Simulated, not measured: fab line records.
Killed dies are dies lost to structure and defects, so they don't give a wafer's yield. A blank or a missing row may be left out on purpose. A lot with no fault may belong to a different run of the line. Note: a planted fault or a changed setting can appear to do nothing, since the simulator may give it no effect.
fab line records	flow nand_harc
record: lots: 5	wafers: 15	last_day: 31
route steps=1302 shown A_CHANNEL_FILL_D1@492 A_DECK1_JOINT@518 END@1301
lots untouched by any fault: they come from a run of this same line in which no faults occurred
start_h: start of the lot's first displayed wafer, in hours after the record's first day	wait_h: hours since the lot's step before	" unchanged from the row above	L1.1+2: several wafers, shown together as one row	- no value present, or no start provided	* or withheld: withheld	< > ~ a bound
route shown NAME@n: NAME is a module with steps in the file, n the number in the route of the first one	usual: mean and standard deviation over wafers with no fault	same: alike in all rows	chamber/n: place in a boat	sites: each site's reading	_std_site: their standard deviation	_edge_site: inner sites' mean taken away from outer sites' mean	radius_mm: how far each site lies from the wafer's centre	mask NAME#n: copy n	behind: the tool/chamber that last shaped the wafer	hold: why the lot was held/for how many hours/how that ended	device: names the non-switching transistor (n, p or np)	end of line: tests run on the same wafers once the route is complete	where a step has no rows: the recipe by itself	killed: not the wafer's yield, but the dies lost to structure and defects at the first sort	map: dies across one wafer; x = killed, . = not, _ = none there
set.NAME: the setting that was run; set.NAME@STEP: the one run at that earlier step	model.NAME: the simulator's own value behind a step, which no gauge read
certain route steps with their lots: each step a table, each wafer a row
services: the hour from which a tool's chamber was out of use, counted from the record's first day as start_h (under 0 if before that day), plus the number of hours and why
== steps ==
step: NHARC_A_CHANNEL_FILL_D1_ALD_02
recipe: target_thk_a: 60	pulse_time_s: 10	ald_cycles: 60	temp_c: 300	material: SiO2
step: NHARC_A_CHANNEL_FILL_D1_ALD_03
recipe: target_thk_a: 60	pulse_time_s: 60	ald_cycles: 58	temp_c: 630	pressure_torr: 2	material: SiNx
step: NHARC_A_CHANNEL_FILL_D1_ALD_14
recipe: target_thk_a: 25	pulse_time_s: 10	ald_cycles: 25	temp_c: 300	material: SiO2
step: NHARC_A_CHANNEL_FILL_D1_ALD_15
recipe: target_thk_a: 20	pulse_time_s: 60	ald_cycles: 19	temp_c: 630	pressure_torr: 2	material: SiNx
step: NHARC_A_CHANNEL_FILL_D1_ALD_16
recipe: target_thk_a: 15	pulse_time_s: 10	ald_cycles: 15	temp_c: 300	material: SiO2
step: NHARC_A_CHANNEL_FILL_D1_ANNEAL_17
recipe: temp_c: 850	time_s: 1800
step: NHARC_A_CHANNEL_FILL_D1_CVD_18
recipe: target_thk_a: 30	temp_c: 550	material: poly-Si
step: NHARC_A_CHANNEL_FILL_D1_ETCHBACK_19
recipe: target_depth_a: 50	time_s: 1.7	hbr_flow_sccm: 150	cl2_flow_sccm: 50	rf_w: 400	icp_w: 400	bias_w: 100	chemistry: HBr/Cl2
step: NHARC_A_CHANNEL_FILL_D1_ETCHBACK_20
recipe: target_depth_a: 270	time_s: 13.5	c4f8_flow_sccm: withheld	o2_flow_sccm: 8	ar_flow_sccm: withheld	rf_w: 600	bias_w: 1500	chemistry: C4F8/O2/Ar
step: NHARC_A_CHANNEL_FILL_D1_STRIP_28
recipe: time_s: 20	o2_flow_sccm: 500	ar_flow_sccm: 0	bias_w: 0	chemistry: O2
step: NHARC_A_CHANNEL_FILL_D1_PRECLEAN_21
recipe: time_s: 30	chemistry: dHF
step: NHARC_A_CHANNEL_FILL_D1_SRD_23
step: NHARC_A_CHANNEL_FILL_D1_CVD_05
recipe: target_thk_a: 50	temp_c: 550	material: poly-Si
usual: spike_tc_bottom_C: 573.6/1.2	spike_tc_centre_C: 550.6/1.5	spike_tc_lower_C: 549.8/0.88	spike_tc_top_C: 568.6/1.4	spike_tc_upper_C: 549.3/1	zone_power_centre_pct: 6.7/0.46
lot.wafer	tool	chamber	start_h	wait_h	spike_tc_bottom_C	spike_tc_centre_C	spike_tc_lower_C	spike_tc_top_C	spike_tc_upper_C	zone_power_centre_pct
L261.1	lpcvd_poly-03	0	288.14	2.3	571.0	550.2	548.7	567.4	548.2	6.8
L261.2	"	0	"	"	574.4	549.3	549.8	570.8	549.4	6.8
L261.3	"	0	"	"	573.2	550.5	550.4	569.8	548.9	6.7
L269.1	lpcvd_poly-03	0	357.40	2.2	584.0	561.0	559.4	579.1	560.6	7.1
L269.3	"	0	"	"	582.8	559.7	560.7	579.5	561.1	7.0
L269.4	"	0	"	"	585.2	559.9	560.5	578.4	559.1	7.0
L270.3	lpcvd_poly-03	0	357.40	2.3	585.4	558.7	559.8	579.4	558.9	7.0
L270.5	"	0	"	"	585.3	562.1	560.8	579.1	559.1	7.1
L270.6	"	0	"	"	584.8	558.7	560.6	578.0	559.2	7.0
L271.1	lpcvd_poly-03	0	376.58	3.0	583.9	559.9	560.3	578.7	559.5	7.0
L271.2	"	0	"	"	585.2	561.2	560.9	577.8	558.9	7.1
L271.4	"	0	"	"	585.5	561.0	558.9	577.3	557.8	7.1
L272.3	lpcvd_poly-01	0	383.25	2.4	571.3	551.0	550.0	569.8	549.7	6.1
L272.5	"	0	"	"	571.3	552.9	549.5	568.6	548.3	6.1
L272.6	"	0	"	"	571.6	554.8	548.9	568.9	550.1	5.9
step: NHARC_A_CHANNEL_FILL_D1_ANNEAL_22
recipe: temp_c: 620	time_s: 7200
step: NHARC_A_CHANNEL_FILL_D1_ALD_25
recipe: target_thk_a: 600	pulse_time_s: 10	ald_cycles: 600	temp_c: 300	material: SiOx
step: NHARC_A_CHANNEL_FILL_D1_ETCHBACK_08
recipe: target_depth_a: 2200	time_s: 110	c4f8_flow_sccm: 20	ar_flow_sccm: withheld	rf_w: 600	bias_w: 300	chemistry: C4F8
step: NHARC_A_CHANNEL_FILL_D1_STRIP_29
recipe: time_s: 20	o2_flow_sccm: 500	ar_flow_sccm: 0	bias_w: 0	chemistry: O2
step: NHARC_A_CHANNEL_FILL_D1_PRECLEAN_30
recipe: time_s: 30	chemistry: dHF
step: NHARC_A_CHANNEL_FILL_D1_SRD_31
step: NHARC_A_CHANNEL_FILL_D1_CVD_09
recipe: target_thk_a: 1500	temp_c: 620	pressure_mtorr: 200	time_s: 3000	material: poly-Si
step: NHARC_A_CHANNEL_FILL_D1_CMP_10
recipe: target_thk_nm: 150
step: NHARC_A_CHANNEL_FILL_D1_SRD_12
step: NHARC_A_DECK1_JOINT_ETCHBACK_07
recipe: target_depth_a: 1050	time_s: 26.9	hbr_flow_sccm: 150	rf_w: 350	icp_w: 350	bias_w: 60	chemistry: HBr
step: NHARC_A_DECK1_JOINT_ETCH_25
recipe: target_depth_a: 5	chemistry: dHF	material: SiO2
step: NHARC_A_DECK1_JOINT_ETCH_19
recipe: temp_c: 25	target_depth_a: 30	chemistry: TMAH	material: poly-Si
step: NHARC_A_DECK1_JOINT_ETCH_18
recipe: target_depth_a: 30	chemistry: dHF	material: SiO2
step: NHARC_A_DECK1_JOINT_WET_08
recipe: temp_c: 160	time_s: 86	chemistry: H3PO4
step: NHARC_A_DECK1_JOINT_ETCH_09
recipe: target_depth_a: 50	chemistry: dHF	material: SiO2
step: NHARC_A_DECK1_JOINT_WET_10
recipe: temp_c: 160	time_s: 86	chemistry: H3PO4
step: NHARC_A_DECK1_JOINT_ETCH_11
recipe: target_depth_a: 350	chemistry: dHF	material: SiO2
step: NHARC_A_DECK1_JOINT_CVD_12
recipe: target_thk_a: 900	temp_c: 620	pressure_mtorr: 200	time_s: 1800	material: poly-Si
step: NHARC_A_DECK1_JOINT_CMP_13
recipe: target_thk_nm: 51.023
step: NHARC_A_DECK1_JOINT_SRD_04
step: NHARC_A_DECK1_JOINT_ETCHBACK_00
recipe: target_depth_a: 300	time_s: 17.4	hbr_flow_sccm: 150	rf_w: 350	icp_w: 350	bias_w: 60	chemistry: HBr
step: NHARC_A_DECK1_JOINT_PRECLEAN_30
recipe: time_s: *	temp_c: 50	bath_age_min: 0	chemistry: SC1
step: NHARC_A_DECK1_JOINT_SRD_31
step: NHARC_A_DECK1_JOINT_CVD_34
recipe: target_thk_a: 200	temp_c: 700	pressure_mtorr: 300	material: SiNx
step: NHARC_END_WLT_00
usual: VT_DECK1_BOTTOM: 0.869/0.0072	VT_DECK1_BOTTOM_INNER: 0.869/0.0074	VT_DECK1_MEDIAN_NEAR_BOTTOM: 0.869/0.008	VT_DECK1_MEDIAN_NEAR_BOTTOM_INNER: 0.870/0.0077	VT_DECK1_MIDDLE: 0.883/0.0075	VT_DECK1_MIDDLE_INNER: 0.883/0.0068	VT_DECK1_TOP: 0.895/0.0068	VT_DECK1_TOP_INNER: 0.895/0.007	VT_DECK2_BOTTOM: 0.872/0.0064	VT_DECK2_BOTTOM_INNER: 0.872/0.0056	VT_DECK2_MEDIAN_NEAR_BOTTOM: 0.873/0.0067	VT_DECK2_MEDIAN_NEAR_BOTTOM_INNER: 0.873/0.0064	VT_DECK2_MIDDLE: 0.885/0.0054	VT_DECK2_MIDDLE_INNER: 0.885/0.0059	VT_DECK2_TOP: 0.897/0.0058	VT_DECK2_TOP_INNER: 0.897/0.006
lot.wafer	tool	chamber	start_h	wait_h	hold	VT_DECK1_BOTTOM	VT_DECK1_BOTTOM_INNER	VT_DECK1_MEDIAN_NEAR_BOTTOM	VT_DECK1_MEDIAN_NEAR_BOTTOM_INNER	VT_DECK1_MIDDLE	VT_DECK1_MIDDLE_INNER	VT_DECK1_TOP	VT_DECK1_TOP_INNER	VT_DECK2_BOTTOM	VT_DECK2_BOTTOM_INNER	VT_DECK2_MEDIAN_NEAR_BOTTOM	VT_DECK2_MEDIAN_NEAR_BOTTOM_INNER	VT_DECK2_MIDDLE	VT_DECK2_MIDDLE_INNER	VT_DECK2_TOP	VT_DECK2_TOP_INNER
L261.1	prober-01	-	635.06	0.0	-	0.847	0.851	0.852	0.841	0.867	0.870	0.873	0.881	0.860	0.861	0.870	0.872	0.885	0.884	0.884	0.889
L261.2	"	-	"	"	-	0.847	0.854	0.851	0.845	0.862	0.870	0.893	0.865	0.869	0.865	0.866	0.873	0.878	0.884	0.888	0.892
L261.3	"	-	"	"	-	0.851	0.850	0.845	0.853	0.863	0.866	0.876	0.876	0.855	0.868	0.862	0.857	0.876	0.870	0.893	0.890
L269.1	prober-02	-	707.18	0.1	await_dispo/0.2h/release	0.933	0.932	0.942	0.949	0.966	0.953	0.968	0.971	0.876	0.870	0.864	0.877	0.886	0.881	0.901	0.892
L269.3	"	-	"	"	await_dispo/0.2h/release	0.936	0.926	0.934	0.937	0.958	0.950	0.968	0.964	0.866	0.868	0.862	0.869	0.883	0.884	0.893	0.896
L269.4	"	-	"	"	await_dispo/0.2h/release	0.937	0.935	0.927	0.935	0.954	0.952	0.976	0.972	0.876	0.872	0.880	0.873	0.885	0.883	0.901	0.891
L269.1	prober-02	-	714.91	7.2	-	0.936	0.941	0.942	0.946	0.962	0.953	0.961	0.966	0.871	0.874	0.876	0.873	0.883	0.886	0.895	0.903
L269.3	"	-	"	"	-	0.942	0.937	0.923	0.925	0.949	0.948	0.950	0.966	0.872	0.871	0.871	0.869	0.883	0.886	0.903	0.889
L269.4	"	-	"	"	-	0.929	0.924	0.931	0.931	0.948	0.950	0.971	0.972	0.881	0.877	0.875	0.882	0.893	0.895	0.893	0.902
L270.3	prober-01	-	708.15	1.0	await_dispo/0.2h/release	0.923	0.926	0.919	0.933	0.948	0.951	0.954	0.967	0.876	0.870	0.872	0.870	0.885	0.888	0.889	0.891
L270.5	"	-	"	"	await_dispo/0.2h/release	0.923	0.914	0.924	0.918	0.941	0.947	0.956	0.968	0.881	0.881	0.878	0.877	0.892	0.887	0.905	0.902
L270.6	"	-	"	"	await_dispo/0.2h/release	0.933	0.919	0.929	0.923	0.959	0.946	0.963	0.964	0.865	0.875	0.868	0.867	0.884	0.890	0.899	0.904
L270.3	prober-01	-	715.98	7.3	-	0.922	0.932	0.924	0.922	0.950	0.949	0.964	0.964	0.871	0.872	0.880	0.876	0.891	0.892	0.899	0.910
L270.5	"	-	"	"	-	0.917	0.915	0.919	0.928	0.938	0.942	0.959	0.974	0.878	0.872	0.874	0.873	0.893	0.887	0.900	0.901
L270.6	"	-	"	"	-	0.936	0.928	0.930	0.929	0.953	0.942	0.962	0.963	0.872	0.871	0.868	0.875	0.887	0.896	0.897	0.902
L271.1	prober-01	-	714.99	0.3	await_dispo/0.2h/release	0.925	0.924	0.927	0.935	0.953	0.944	0.970	0.960	0.870	0.872	0.865	0.871	0.886	0.871	0.895	0.904
L271.2	"	-	"	"	await_dispo/0.2h/release	0.936	0.936	0.933	0.936	0.955	0.948	0.967	0.958	0.876	0.868	0.873	0.883	0.883	0.890	0.896	0.890
L271.4	"	-	716.50	1.8	await_dispo/0.2h/release	0.929	0.925	0.921	0.933	0.943	0.951	0.966	0.957	0.865	0.879	0.875	0.870	0.890	0.889	0.896	0.900
L271.1	prober-01	-	722.83	7.3	-	0.927	0.931	0.934	0.934	0.940	0.949	0.965	0.956	0.863	0.868	0.864	0.863	0.881	0.879	0.893	0.895
L271.2	"	-	"	"	-	0.938	0.939	0.940	0.936	0.948	0.954	0.961	0.963	0.873	0.869	0.879	0.872	0.882	0.887	0.897	0.887
L271.4	"	-	724.34	7.3	-	0.920	0.913	0.925	0.926	0.951	0.944	0.969	0.973	0.883	0.870	0.878	0.870	0.881	0.885	0.893	0.900
L272.3	prober-02	-	715.91	8.8	-	0.868	0.862	0.863	0.865	0.879	0.882	0.887	0.894	0.868	0.871	0.862	0.869	0.885	0.881	0.892	0.891
L272.5	"	-	716.91	9.8	-	0.872	0.877	0.879	0.869	0.879	0.874	0.892	0.895	0.869	0.864	0.866	0.871	0.887	0.872	0.899	0.894
L272.6	"	-	"	"	-	0.865	0.864	0.868	0.872	0.882	0.883	0.892	0.896	0.874	0.874	0.868	0.866	0.879	0.881	0.895	0.889
step: NHARC_END_SORT_01
recipe: temp_c: 25
usual: killed_at_array: 57/17	killed_at_other: 0.5/0.82	killed_at_periphery: 4.0/2.8	killed_dies: 61/18	killed_open: 2.9/2	killed_short: 2.3/1.7
same: gross_dies: 677
lot.wafer	tool	chamber	start_h	wait_h	hold	killed_at_array	killed_at_other	killed_at_periphery	killed_dies	killed_open	killed_short
L261.1	prober-01	0	638.03	2.5	-	35	0	4	39	5	5
L261.2	prober-01	0	638.83	2.8	-	28	1	0	29	4	1
L261.3	prober-01	0	639.64	3.1	-	30	0	1	31	2	1
L269.1	prober-02	0	718.58	3.2	await_dispo/0.7h/release	52	0	3	55	5	0
L269.3	prober-02	0	720.17	3.8	await_dispo/0.7h/release	48	0	2	50	1	0
L269.4	prober-02	0	720.97	4.1	await_dispo/0.7h/release	32	1	4	37	3	2
L272.3	prober-02	0	719.50	3.1	-	84	1	8	93	1	2
L272.5	prober-02	0	721.08	3.7	-	88	0	5	93	4	1
L272.6	prober-02	0	721.88	4.0	-	64	0	5	69	1	3
L270.3	prober-01	0	723.58	7.1	await_dispo/4.0h/release	55	0	4	59	9	2
L270.5	prober-01	0	725.20	7.7	await_dispo/4.0h/release	41	0	1	42	4	2
L270.6	prober-01	0	726.01	8.1	await_dispo/4.0h/release	49	0	1	50	6	2
L271.1	prober-01	0	731.62	8.3	await_dispo/5.8h/release	67	0	4	71	4	4
L271.2	prober-01	0	732.42	8.6	await_dispo/5.8h/release	44	0	9	53	2	0
L271.4	prober-01	0	734.03	9.2	await_dispo/5.8h/release	67	1	6	74	2	3
killed by level:class
L261.1 A_CHANNEL_HOLE_D1:chamber_film_flake=8 A_CHANNEL_HOLE_D2:chamber_film_flake=7 A_CONTACT:chamber_film_flake=4 A_DECK1_JOINT:chamber_film_flake=3 A_CHANNEL_FILL_D2:chamber_film_flake=3 P_ZERO_WELL:chamber_film_flake=2 P_M0:geometric_particle:open=1 A_CHANNEL_FILL_D1:geometric_particle:short=1
L261.2 A_CHANNEL_HOLE_D2:chamber_film_flake=12 A_CONTACT:chamber_film_flake=6 A_ONON_D2:geometric_particle:open=2 A_CHANNEL_FILL_D2:chamber_film_flake=2 A_ONON_D2:geometric_particle:short=1 A_CHANNEL_FILL_D2:geometric_particle:open=1 A_WL_FILL:geometric_particle:open=1 A_CHANNEL_HOLE_D1:chamber_film_flake=1
L261.3 A_CHANNEL_HOLE_D2:chamber_film_flake=13 A_CHANNEL_HOLE_D1:chamber_film_flake=5 A_CONTACT:chamber_film_flake=4 A_STAIRCASE:chamber_film_flake=3 A_CHANNEL_HOLE_D1:geometric_particle:short=1 A_CHANNEL_FILL_D2:geometric_particle:open=1 A_WL_FILL:geometric_particle:open=1 P_GATE:chamber_film_flake=1
L269.1 A_CHANNEL_HOLE_D1:chamber_film_flake=35 A_SLIT:chamber_film_flake=4 A_M0:chamber_film_flake=3 A_CONTACT:chamber_film_flake=2 P_CONTACT:geometric_particle:open=1 A_CHANNEL_FILL_D2:geometric_particle:open=1 A_WL_FILL:geometric_particle:open=1 A_CONTACT:geometric_particle:open=1
L272.3 A_SLIT:chamber_film_flake=29 A_CHANNEL_HOLE_D2:chamber_film_flake=24 A_CHANNEL_HOLE_D1:chamber_film_flake=18 P_GATE:chamber_film_flake=8 A_CONTACT:chamber_film_flake=4 A_CHANNEL_FILL_D1:chamber_film_flake=2 A_STAIRCASE:chamber_film_flake=2 A_CHANNEL_HOLE_D1:geometric_particle:short=1
L269.3 A_CHANNEL_HOLE_D1:chamber_film_flake=38 A_M0:chamber_film_flake=4 A_SLIT:chamber_film_flake=2 A_ONON_D1:geometric_particle:open=1 P_STI:chamber_film_flake=1 P_BONDPAD:chamber_film_flake=1 A_CHANNEL_HOLE_D2:chamber_film_flake=1 A_STAIRCASE:chamber_film_flake=1
L269.4 A_CHANNEL_HOLE_D1:chamber_film_flake=21 A_CONTACT:chamber_film_flake=3 A_CHANNEL_HOLE_D2:chamber_film_flake=2 P_STI:geometric_particle:short=1 P_CONTACT:geometric_particle:open=1 A_CHANNEL_FILL_D1:geometric_particle:short=1 A_ONON_D2:geometric_particle:open=1 A_M0:geometric_particle:open=1
L272.5 A_CHANNEL_HOLE_D1:chamber_film_flake=33 A_SLIT:chamber_film_flake=29 A_CHANNEL_HOLE_D2:chamber_film_flake=13 A_CONTACT:chamber_film_flake=7 P_GATE:chamber_film_flake=3 P_CONTACT:geometric_particle:open=1 A_ONON_D2:geometric_particle:open=1 A_ONON_D2:geometric_particle:short=1
L272.6 A_SLIT:chamber_film_flake=30 A_CHANNEL_HOLE_D1:chamber_film_flake=14 A_CHANNEL_HOLE_D2:chamber_film_flake=8 A_STAIRCASE:chamber_film_flake=4 A_CONTACT:chamber_film_flake=4 A_CHANNEL_FILL_D1:geometric_particle:short=2 P_GATE:chamber_film_flake=2 P_M1:chamber_film_flake=2
L270.3 A_CHANNEL_HOLE_D2:chamber_film_flake=22 A_CHANNEL_HOLE_D1:chamber_film_flake=15 A_SLIT:chamber_film_flake=4 A_CHANNEL_FILL_D1:chamber_film_flake=3 P_M1:geometric_particle:open=2 A_DECK1_JOINT:geometric_particle:open=2 A_M1:geometric_particle:open=2 A_CONTACT:chamber_film_flake=2
L270.5 A_CHANNEL_HOLE_D2:chamber_film_flake=21 A_CHANNEL_HOLE_D1:chamber_film_flake=4 A_CHANNEL_FILL_D2:chamber_film_flake=3 A_SLIT:chamber_film_flake=2 A_CONTACT:chamber_film_flake=2 A_ONON_D1:geometric_particle:open=1 A_CHANNEL_FILL_D1:geometric_particle:short=1 A_ONON_D2:geometric_particle:open=1
L270.6 A_CHANNEL_HOLE_D2:chamber_film_flake=23 A_CHANNEL_HOLE_D1:chamber_film_flake=5 A_CHANNEL_FILL_D1:chamber_film_flake=4 A_CONTACT:chamber_film_flake=4 A_SLIT:chamber_film_flake=3 A_ONON_D1:geometric_particle:open=1 A_CHANNEL_HOLE_D1:geometric_particle:open=1 A_CHANNEL_FILL_D1:geometric_particle:open=1
L271.1 A_CHANNEL_HOLE_D1:chamber_film_flake=25 A_CHANNEL_HOLE_D2:chamber_film_flake=25 A_CONTACT:chamber_film_flake=4 A_STAIRCASE:chamber_film_flake=3 A_SLIT:chamber_film_flake=3 A_M0:chamber_film_flake=2 P_GATE:geometric_particle:open=1 P_CONTACT:geometric_particle:open=1
L271.2 A_CHANNEL_HOLE_D2:chamber_film_flake=18 A_CHANNEL_HOLE_D1:chamber_film_flake=14 P_M1:chamber_film_flake=6 A_SLIT:chamber_film_flake=6 A_CONTACT:chamber_film_flake=2 A_ONON_D1:geometric_particle:open=1 A_M0:geometric_particle:open=1 P_STI:chamber_film_flake=1
L271.4 A_CHANNEL_HOLE_D1:chamber_film_flake=42 A_CHANNEL_HOLE_D2:chamber_film_flake=16 P_M1:chamber_film_flake=4 A_CONTACT:chamber_film_flake=3 A_STAIRCASE:chamber_film_flake=2 P_GATE:geometric_particle:open=1 P_M0:geometric_particle:open=1 A_ONON_D1:geometric_particle:short=1
map L269.1 (x killed, . not)
____________.____________
_________......._________
_______.x........._______
______.............______
_____..............._____
____.................____
____......xx.........____
___............x......___
___..........x........___
__.....................__
__........x............__
_......................._
_......................._
_......................._
_......................._
_......................._
........................x
..............x..........
.....x...................
.........................
.........................
_......................._
_....x.x................_
_....xxxx.x............._
_...xxxxxxx............x_
_....x.xxx.............._
__...xxxxxx............__
__.x.xxxxxx............__
___....xxx.....x......___
___...x.x.....x.....x.___
____...x.x...........____
____.................____
_____..x.x.........._____
______.............______
_______......x...x_______
_________......._________
____________.____________
map L270.3 (x killed, . not)
____________.____________
_________......._________
_______..........._______
______..x..........______
_____..............._____
____..x....x.........____
____.................____
___...................___
___.............x.....___
__.....................__
__................x....__
_......................._
_..x.................x.._
_......x...........x..x._
_...xxx................x_
_xx.x.........x......x.x_
....x........x...x..xx...
..x..x.......x.......x...
...x.........x...x.xx.x..
.x.................xxx...
...x...............xxxx..
_.................x..x.._
_......................x_
_........x.............._
_....x................xx_
_...................x..._
__.....................__
__.....................__
___...................___
___.....x..x.........x___
____....x............____
____......x..........____
_____....x.........x_____
______.............______
_______..........._______
_________......._________
____________.____________
== services ==
tool	chamber	start_h	hours	kind
lpcvd_poly-03	-	362.00	1.9	repair
== key ==
first_sign: step: NHARC_A_CHANNEL_FILL_D1_CVD_05	reading: spike_tc_lower_C	direction: up	sigmas: 12	usual: 549.8	struck: 560.2
effect: step: NHARC_A_CHANNEL_FILL_D1_CVD_05	reading: spike_tc_upper_C	direction: up	sigmas: 9.9	usual: 549.3	struck: 559.3
effect: step: NHARC_END_WLT_00	reading: VT_DECK1_TOP	direction: up	sigmas: 10	usual: 0.895	struck: 0.965
effect: step: NHARC_END_SORT_01	reading: hold	direction: added
met_at NHARC_A_CHANNEL_FILL_D1_CVD_05
struck_wafers L269.1,L269.3,L269.4,L270.3,L270.5,L270.6,L271.1,L271.2,L271.4
tester_left_out L269,L270,L271
onset_between 288.14 357.40
fault: kind: process_parameter_drift	tool: lpcvd_poly-03	chamber: -	onset_h: 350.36	steps: NHARC_A_CHANNEL_FILL_D1_CVD_05	channel: temp_c	offset: *	shape: step	end_h: 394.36	acts_in: *	stated: *
tester_left_out: of these lots the tester's yield and bins aren't shown, on N5 and GAA mostly nor the transistor test; their killed dies are dies lost to structure and defects alone, not to doping, threshold or leakage, so they don't give the yield
